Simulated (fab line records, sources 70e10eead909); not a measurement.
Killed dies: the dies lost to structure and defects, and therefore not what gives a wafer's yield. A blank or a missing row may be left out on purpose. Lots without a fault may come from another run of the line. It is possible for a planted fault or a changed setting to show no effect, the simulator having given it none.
fab line records	flow nand-harc
[record] lots = 11	wafers = 33	last-day = 35
route steps=1302 shown A_STAIRCASE@650 END@1302
lots untouched by any fault: they come from a run of this same line in which no faults occurred
start-h: hours from the record's opening day to when the first of the lot's shown wafers began	wait-h: hours since the lot's step before	" as in the row above	L1.1+2: several wafers, shown together as one row	- either no value or no given start	* or withheld: withheld	< > ~ a bound
route shown NAME@n: NAME is a module with steps in the file, n the number in the route of the first one	usual: mean/standard deviation taken from wafers without a fault	same: alike in all rows	chamber/n: place in a boat	sites: each site's reading	_std_site: their standard deviation	_edge_site: mean of outer sites minus mean of inner sites	radius-mm: for every site, how far away it sits from the centre of the wafer	mask NAME#n: copy n	behind: the last tool/chamber to shape the wafer	hold: reason for holding the lot/hours on hold/outcome of the hold	device: names the non-switching transistor (n, p or np)	end of line: the route-end tests of the same wafers	a step without rows: its recipe alone	killed: at the first sort, the dies lost to defects and structure; wafer yield is something else	map: a wafer's dies, marking killed ones x, the rest . and places with no die _
set.NAME: setting as actually run; set.NAME@STEP: the setting as run at that earlier step	model.NAME: the simulator's own value behind a step, which no gauge read
one table for each step of the route and one row for each wafer, over a sample of lots
services: from which hour (start-h, from the record's first day; less than 0 if before it) a tool's chamber was out of use, for how many hours, and why
[[steps]]
[step NHARC_A_STAIRCASE_DESCUM_168]
[recipe] time-s = 3	o2-flow-sccm = 200	ar-flow-sccm = 0	bias-power-w = 0	chemistry = O2
[usual] drypump-motor-current-A = 6.0/0.53	oes-product-au = 1.000/0.011	rf-vpp-V = 57.5/0.9	showerhead-plenum-p-Torr = 1.88/0.073	throttle-valve-pct = 11.312/0.0093
lot.wafer	tool	chamber	start-h	wait-h	drypump-motor-current-A	oes-product-au	rf-hours-counter-h	rf-vpp-V	showerhead-plenum-p-Torr	throttle-valve-pct
L222.4	rie-diel-04	1	350.56	-	5.6	1.007	58	57.6	1.87	11.319
L222.3	"	2	"	"	5.2	1.004	61	57.3	1.95	11.310
L222.6	"	1	"	"	5.6	1.006	-	59.3	1.87	11.324
L228.4	rie-diel-01	3	412.98	-	6.4	0.993	7	59.0	1.89	11.320
L228.1	"	0	"	"	6.7	0.999	7	57.2	1.80	11.312
L228.5	"	3	"	"	6.4	1.005	-	58.7	1.89	11.323
L227.1	rie-diel-01	3	413.14	-	6.3	1.005	7	56.0	1.89	11.307
L227.2	"	0	"	"	6.7	0.999	7	58.5	1.80	11.330
L227.5	"	0	"	"	6.7	1.006	-	57.4	1.80	11.304
L226.4	rie-diel-04	2	419.64	-	5.2	0.994	19	57.0	1.94	11.311
L226.2	"	0	"	"	5.5	0.996	19	57.8	1.88	11.292
L226.5	"	2	"	"	5.2	1.001	-	58.7	1.94	11.326
L232.3	rie-diel-01	0	456.41	-	6.6	1.008	16	56.4	1.79	11.328
L232.6	"	3	"	"	6.3	1.026	-	57.5	1.89	11.311
L232.5	"	0	"	"	6.6	1.009	-	58.9	1.79	11.306
L233.2	rie-diel-04	0	466.85	-	5.5	0.986	39	56.7	1.87	11.311
L233.3	"	2	"	"	5.2	1.001	36	55.8	1.94	11.311
L233.5	"	0	"	"	5.5	0.999	-	58.6	1.87	11.306
L237.3	rie-diel-05	2	506.88	-	5.7	1.004	29	57.2	1.77	11.336
L237.2	"	3	"	"	5.3	0.986	33	58.2	1.95	11.315
L237.6	"	1	"	"	4.9	0.990	-	57.6	1.95	11.306
L240.3	rie-diel-01	0	535.22	-	6.7	1.005	44	57.5	1.79	11.322
L240.5	"	0	"	"	6.7	1.003	-	56.3	1.79	11.330
L240.6	"	1	"	"	6.1	1.005	-	56.6	1.89	11.322
L241.2	rie-diel-01	0	549.42	-	6.7	0.998	47	58.4	1.78	11.313
L241.5	"	3	"	"	6.3	1.010	-	58.1	1.88	11.317
L241.4	"	0	"	"	6.7	0.998	-	57.7	1.78	11.303
L242.3	rie-diel-01	3	570.89	-	6.3	1.000	1	55.9	1.88	11.332
L242.6	"	2	"	"	6.2	0.983	-	58.0	1.87	11.327
L242.5	"	3	"	"	6.3	1.015	-	59.3	1.88	11.319
L243.3	rie-diel-01	2	576.38	-	6.2	0.992	6	57.4	1.87	11.325
L243.2	"	3	"	"	6.3	1.005	4	58.1	1.88	11.312
L243.5	"	1	"	"	6.1	0.999	-	56.5	1.88	11.303
[step NHARC_A_STAIRCASE_TRIM_12]
[recipe] time-s = 211.2	o2-flow-sccm = 500	ar-flow-sccm = 0	bias-w = 0	chemistry = O2
[usual] drypump-motor-current-A = 6.0/0.53	oes-product-au = 1.001/0.011	rf-vpp-V = 57.7/0.98	showerhead-plenum-p-Torr = 3.49/0.13	throttle-valve-pct = 17.036/0.0082
lot.wafer	tool	chamber	start-h	wait-h	drypump-motor-current-A	oes-product-au	rf-hours-counter-h	rf-vpp-V	showerhead-plenum-p-Torr	throttle-valve-pct
L222.3	rie-diel-01	0	352.49	0.1	6.7	0.993	41	57.6	3.33	17.039
L222.4	"	1	"	"	6.1	0.990	45	58.0	3.51	17.044
L222.6	"	0	"	"	6.7	0.996	-	57.6	3.33	17.043
L228.1	rie-diel-01	2	414.93	0.1	6.2	0.999	5	56.8	3.47	17.035
L228.4	"	3	"	"	6.3	1.014	7	57.3	3.49	17.034
L228.5	"	2	"	"	6.2	1.002	-	58.9	3.47	17.031
L227.2	rie-diel-04	1	415.07	0.1	5.6	1.005	17	56.7	3.44	17.030
L227.1	"	3	"	"	6.6	0.976	17	57.9	3.80	17.042
L227.5	"	1	"	"	5.6	0.998	-	57.8	3.44	17.030
L226.2	rie-diel-05	2	421.60	0.1	5.8	0.992	1	57.5	3.30	17.048
L226.4	"	1	"	"	4.9	0.985	1	59.0	3.61	17.036
L226.5	"	3	"	"	5.3	1.000	-	58.8	3.61	17.041
L232.3	rie-diel-01	2	458.49	0.2	6.2	1.003	14	57.6	3.47	17.028
L232.6	"	3	"	"	6.3	1.000	-	57.5	3.48	17.042
L232.5	"	0	"	"	6.7	1.007	-	57.3	3.32	17.032
L233.3	rie-diel-01	0	468.65	0.1	6.7	1.001	21	56.5	3.32	17.036
L233.2	"	3	"	"	6.3	1.006	19	58.6	3.48	17.019
L233.5	"	1	"	"	6.1	1.005	-	57.5	3.49	17.031
L237.3	rie-diel-04	2	508.81	0.1	5.3	1.019	46	59.1	3.57	17.036
L237.2	"	0	"	"	5.5	0.991	51	57.3	3.45	17.048
L237.6	"	3	"	"	6.6	0.994	-	59.2	3.78	17.028
L240.3	rie-diel-01	1	537.21	0.1	6.1	1.012	37	57.4	3.48	17.039
L240.6	"	3	"	"	6.3	1.007	-	58.6	3.47	17.032
L240.5	"	0	"	"	6.7	1.000	-	57.3	3.31	17.032
L241.2	rie-diel-04	1	551.38	0.1	5.6	1.003	1	56.4	3.42	17.030
L241.4	"	2	"	"	5.2	1.011	2	56.2	3.56	17.039
L241.5	"	1	"	"	5.6	1.018	-	57.2	3.42	17.027
L242.3	rie-diel-01	2	574.66	0.2	6.2	0.987	5	57.4	3.45	17.039
L242.5	"	3	"	"	6.4	1.003	-	57.7	3.47	17.037
L242.6	"	0	"	"	6.7	0.986	-	57.9	3.30	17.034
L243.3	rie-diel-04	2	578.29	0.1	5.2	1.016	12	55.8	3.56	17.036
L243.2	"	3	"	"	6.6	0.981	13	59.4	3.77	17.037
L243.5	"	3	"	"	6.6	0.985	-	58.9	3.77	17.038
[step NHARC_A_STAIRCASE_ETCH_19]
[recipe] target-depth-a = 1000	time-s = 40.5	ion-energy-ev = 400	c4f8-flow-sccm = 20	o2-flow-sccm = 10	ar-flow-sccm = withheld	rf-w = 600	bias-w = 1000	chemistry = C4F8/O2
[usual] oes-product-au = 0.946/0.012	rf-vpp-V = 894/4.8	run-length-s = 61.93/0.29
lot.wafer	tool	chamber	start-h	wait-h	oes-product-au	rf-hours-counter-h	rf-vpp-V	run-length-s
L222.4	rie-diel-01	0	353.34	-	0.933	42	889	62.05
L222.3	"	2	"	"	0.960	45	894	61.83
L222.6	"	1	"	"	0.936	-	896	61.75
L228.1	rie-diel-01	1	416.27	-	0.961	6	895	61.50
L228.4	"	0	"	"	0.955	8	888	61.98
L228.5	"	2	"	"	0.946	-	892	61.92
L227.2	rie-diel-04	2	416.84	-	0.963	18	898	61.78
L227.1	"	1	"	"	0.961	18	893	61.70
L227.5	"	2	"	"	0.964	-	899	61.73
L226.4	rie-diel-05	1	422.51	-	0.944	2	899	61.53
L226.2	"	2	"	"	0.946	2	887	61.80
L226.5	"	3	"	"	0.935	-	900	61.13
L232.3	rie-diel-01	0	459.31	-	0.944	18	888	44.94
L232.6	"	1	"	"	0.935	-	895	61.84
L232.5	"	2	"	"	0.957	-	893	61.64
L233.3	rie-diel-01	0	469.50	-	0.946	21	890	44.63
L233.2	"	2	"	"	0.951	17	893	61.67
L233.5	"	0	"	"	0.950	-	887	44.44
L237.2	rie-diel-04	0	509.66	-	0.936	51	893	62.51
L237.3	"	2	"	"	0.948	46	898	61.68
L237.6	"	3	"	"	0.929	-	906	62.33
L240.3	rie-diel-01	3	538.99	-	0.940	36	894	62.16
L240.5	"	1	"	"	0.942	-	893	61.79
L240.6	"	2	"	"	0.941	-	893	61.83
L241.4	rie-diel-04	1	552.30	-	0.954	2	891	61.66
L241.2	"	3	"	"	0.915	2	905	61.84
L241.5	"	2	"	"	0.951	-	897	61.53
L242.3	rie-diel-01	3	576.23	-	0.941	3	894	61.96
L242.5	"	3	"	"	0.941	-	894	62.01
L242.6	"	0	"	"	0.925	-	886	61.93
L243.3	rie-diel-04	0	579.14	-	0.934	9	892	62.13
L243.2	"	2	"	"	0.962	13	896	61.72
L243.5	"	0	"	"	0.937	-	892	62.05
[step NHARC_A_STAIRCASE_TRIM_24]
[recipe] time-s = 211.2	o2-flow-sccm = 500	ar-flow-sccm = 0	bias-w = 0	chemistry = O2
[usual] drypump-motor-current-A = 5.9/0.55	oes-product-au = 1.000/0.0099	rf-vpp-V = 57.7/0.84	showerhead-plenum-p-Torr = 3.47/0.13	throttle-valve-pct = 17.036/0.0096
lot.wafer	tool	chamber	start-h	wait-h	drypump-motor-current-A	oes-product-au	rf-hours-counter-h	rf-vpp-V	showerhead-plenum-p-Torr	throttle-valve-pct
L222.3	rie-diel-01	1	-	-	6.1	0.990	46	58.5	3.51	17.026
L222.4	"	2	"	"	6.2	1.003	46	58.0	3.48	17.028
L222.6	"	3	"	"	6.3	1.014	-	57.3	3.49	17.033
L228.1	rie-diel-01	3	-	-	6.4	0.997	8	56.8	3.48	17.043
L228.4	"	0	"	"	6.7	0.995	8	57.3	3.33	17.034
L228.5	"	2	"	"	6.2	1.003	-	57.7	3.47	17.037
L227.2	rie-diel-05	2	-	-	5.7	1.004	0	57.5	3.30	17.013
L227.1	"	1	"	"	4.9	0.997	0	57.8	3.61	17.048
L227.5	"	3	"	"	5.3	0.994	-	58.3	3.62	17.043
L226.4	rie-diel-05	1	-	-	4.9	0.998	2	57.4	3.61	17.053
L226.2	"	0	"	"	6.0	1.010	2	57.3	3.35	17.028
L226.5	"	2	"	"	5.7	0.997	-	57.9	3.30	17.035
L232.3	rie-diel-04	3	-	-	6.6	0.978	35	57.6	3.79	17.032
L232.6	"	1	"	"	5.6	1.007	-	57.5	3.43	17.032
L232.5	"	2	"	"	5.2	1.005	-	57.9	3.57	17.026
L233.2	rie-diel-04	2	-	-	5.3	0.999	37	57.1	3.57	17.034
L233.3	"	3	"	"	6.6	0.974	39	59.2	3.79	17.030
L233.5	"	1	"	"	5.6	1.010	-	58.7	3.43	17.037
L237.2	rie-diel-01	0	-	-	6.7	1.003	33	57.0	3.31	17.023
L237.3	"	2	"	"	6.2	1.001	29	57.6	3.46	17.044
L237.6	"	2	"	"	6.2	1.000	-	57.3	3.46	17.031
L240.3	rie-diel-01	3	-	-	6.4	1.014	36	58.1	3.47	17.032
L240.5	"	1	"	"	6.1	1.008	-	56.0	3.48	17.054
L240.6	"	2	"	"	6.2	1.005	-	58.4	3.45	17.050
L241.4	rie-diel-05	3	-	-	5.2	0.981	54	57.0	3.59	17.044
L241.2	"	0	"	"	6.0	0.999	51	56.7	3.32	17.044
L241.5	"	3	"	"	5.3	0.986	-	56.8	3.59	17.035
L242.3	rie-diel-04	3	-	-	6.6	0.992	13	58.7	3.77	17.035
L242.6	"	2	"	"	5.3	1.017	-	58.5	3.56	17.036
L242.5	"	3	"	"	6.6	0.996	-	57.5	3.77	17.041
L243.2	rie-diel-05	1	-	-	4.9	0.990	60	58.6	3.57	17.035
L243.3	"	3	"	"	5.3	0.980	64	57.8	3.58	17.022
L243.5	"	0	"	"	6.0	1.007	-	57.5	3.32	17.038
[step NHARC_END_SORT_01]
[recipe] temp-c = 25
[usual] killed-at-array = 62/22	killed-at-other = 1.0/1.4	killed-at-periphery = 4.2/2.8	killed-dies = 67/23	killed-open = 3.1/1.7	killed-short = 2.1/1.5
[same] gross-dies = 677
lot.wafer	tool	chamber	start-h	wait-h	killed-at-array	killed-at-other	killed-at-periphery	killed-dies	killed-open	killed-short
L222.3	prober-02	0	589.44	3.1	74	2	5	81	2	0
L222.4	prober-02	0	590.24	3.4	84	0	5	89	6	6
L222.6	prober-02	0	591.83	4.0	72	1	3	76	4	3
L232.3	prober-01	0	663.35	3.1	677	0	0	677	1	5
L232.5	prober-01	0	664.96	3.7	55	0	0	55	3	5
L232.6	prober-01	0	665.77	4.0	55	2	0	57	3	3
L233.2	prober-02	0	676.06	2.8	38	0	0	38	0	2
L233.3	prober-02	0	676.87	3.1	676	0	1	677	4	3
L233.5	prober-02	0	678.48	3.7	675	0	2	677	3	2
// killed by level:class
L222.3 A_CHANNEL_HOLE_D1:chamber-film-flake=28 A_SLIT:chamber-film-flake=27 A_CHANNEL_HOLE_D2:chamber-film-flake=8 A_STAIRCASE:chamber-film-flake=5 A_CONTACT:chamber-film-flake=4 P_STI:chamber-film-flake=3 THIN_TSV:chamber-film-flake=2 P_M0:geometric-particle:open=1
L222.4 A_CHANNEL_HOLE_D1:chamber-film-flake=34 A_SLIT:chamber-film-flake=26 A_CHANNEL_HOLE_D2:chamber-film-flake=11 A_STAIRCASE:chamber-film-flake=2 A_CONTACT:chamber-film-flake=2 P_GATE:geometric-particle:short=1 P_M0:geometric-particle:short=1 P_M1:geometric-particle:open=1
L222.6 A_CHANNEL_HOLE_D1:chamber-film-flake=27 A_SLIT:chamber-film-flake=21 A_CHANNEL_HOLE_D2:chamber-film-flake=7 A_CONTACT:chamber-film-flake=5 A_STAIRCASE:chamber-film-flake=4 A_ONON_D1:geometric-particle:short=2 A_WL_FILL:chamber-film-flake=2 P_CONTACT:geometric-particle:open=1
L232.3 A_STAIRCASE:area-etch=623 A_SLIT:chamber-film-flake=30 A_CHANNEL_HOLE_D1:chamber-film-flake=8 A_CONTACT:chamber-film-flake=3 A_ONON_D2:geometric-particle:short=2 A_WL_FILL:geometric-particle:short=2 A_SGD_CUT:chamber-film-flake=2 A_CHANNEL_FILL_D1:geometric-particle:open=1
L232.5 A_SLIT:chamber-film-flake=31 A_CHANNEL_HOLE_D1:chamber-film-flake=8 A_DECK1_JOINT:geometric-particle:short=2 A_STAIRCASE:chamber-film-flake=2 A_CONTACT:chamber-film-flake=2 A_ONON_D1:geometric-particle:open=1 A_ONON_D1:geometric-particle:short=1 A_CHANNEL_FILL_D1:geometric-particle:short=1
L232.6 A_SLIT:chamber-film-flake=35 A_CHANNEL_HOLE_D1:chamber-film-flake=6 A_WL_FILL:geometric-particle:short=3 A_CONTACT:chamber-film-flake=3 THIN_TSV:chamber-film-flake=2 A_STAIRCASE:geometric-particle:open=1 A_WL_FILL:geometric-particle:open=1 A_M0:geometric-particle:open=1
L233.2 A_CHANNEL_HOLE_D2:chamber-film-flake=16 A_CHANNEL_HOLE_D1:chamber-film-flake=8 A_CONTACT:chamber-film-flake=4 A_SLIT:chamber-film-flake=3 A_DECK1_JOINT:chamber-film-flake=2 A_STAIRCASE:chamber-film-flake=2 A_SOURCE_PLATE:geometric-particle:short=1 A_SGD_CUT:geometric-particle:short=1
L233.3 A_STAIRCASE:area-etch=640 A_CHANNEL_HOLE_D2:chamber-film-flake=19 A_CHANNEL_HOLE_D1:chamber-film-flake=7 P_M0:geometric-particle:open=1 A_ONON_D1:geometric-particle:short=1 A_ONON_D1:geometric-particle:open=1 A_CHANNEL_FILL_D1:geometric-particle:short=1 A_CHANNEL_FILL_D1:geometric-particle:open=1
L233.5 A_STAIRCASE:area-etch=633 A_CHANNEL_HOLE_D2:chamber-film-flake=20 A_CHANNEL_HOLE_D1:chamber-film-flake=10 A_DECK1_JOINT:chamber-film-flake=2 A_SLIT:chamber-film-flake=2 A_CONTACT:chamber-film-flake=2 A_M1:chamber-film-flake=2 P_CONTACT:geometric-particle:open=1
[[services]]
tool	chamber	start-h	hours	kind
rie-diel-05	0	329.47	12.5	repair
rie-diel-01	0	336.70	-	clean
rie-diel-01	1	336.70	-	clean
rie-diel-01	2	336.70	-	clean
rie-diel-01	3	336.70	-	clean
rie-diel-04	-	356.38	9.0	pm
rie-diel-01	0	361.20	-	clean
rie-diel-01	1	361.20	-	clean
rie-diel-01	2	361.20	-	clean
rie-diel-01	3	361.20	-	clean
rie-diel-01	-	382.01	9.0	pm
rie-diel-01	0	382.01	9.0	vent-cycle
rie-diel-01	1	382.01	9.0	vent-cycle
rie-diel-01	2	382.01	9.0	vent-cycle
rie-diel-05	1	404.34	10.2	repair
rie-diel-05	-	407.70	9.0	pm
rie-diel-01	2	418.37	5.0	repair
rie-diel-01	3	432.83	5.4	repair
rie-diel-01	3	518.23	14.8	repair
rie-diel-04	-	533.38	9.0	pm
rie-diel-01	1	541.13	11.0	repair
rie-diel-05	0	541.14	4.4	repair
rie-diel-01	-	559.01	9.0	pm
rie-diel-05	0	571.25	7.7	repair
[[key]]
[first-sign] step = NHARC_A_STAIRCASE_ETCH_19	reading = run-length-s	direction = down	sigmas = 59	usual = *	struck = *
[effect] step = NHARC_END_SORT_01	reading = killed-at-array	direction = up	sigmas = 27	usual = 62	struck = 676
[more-kills-born-at] NHARC_A_STAIRCASE_ETCH_19@rie-diel-01 = 1896
met-at NHARC_A_STAIRCASE_ETCH_19
struck-lots L232,L233
struck-wafers L232.3,L233.3,L233.5
later-rows-left-out L232.3,L233.3,L233.5
tester-left-out L232,L233
not-acting-at NHARC_A_STAIRCASE_DESCUM_168,NHARC_A_STAIRCASE_TRIM_12,NHARC_A_STAIRCASE_TRIM_24
onset-between 416.27 459.31
[fault] kind = process-parameter-drift	tool = rie-diel-01	chamber = 0	onset-h = 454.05	steps = NHARC_A_STAIRCASE_ETCH_19	channel = time-s	offset = *	shape = step	end-h = 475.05	acts-in = *	stated = *
// tester-left-out: of these lots the tester's yield and bins aren't shown, on N5 and GAA mostly nor the transistor test; their killed dies are dies lost to structure and defects alone, not to doping, threshold or leakage, so they don't give the yield
// later-rows-left-out: the simulator's readings of these wafers behind a module that went badly wrong aren't trusted and aren't shown, but for the sort
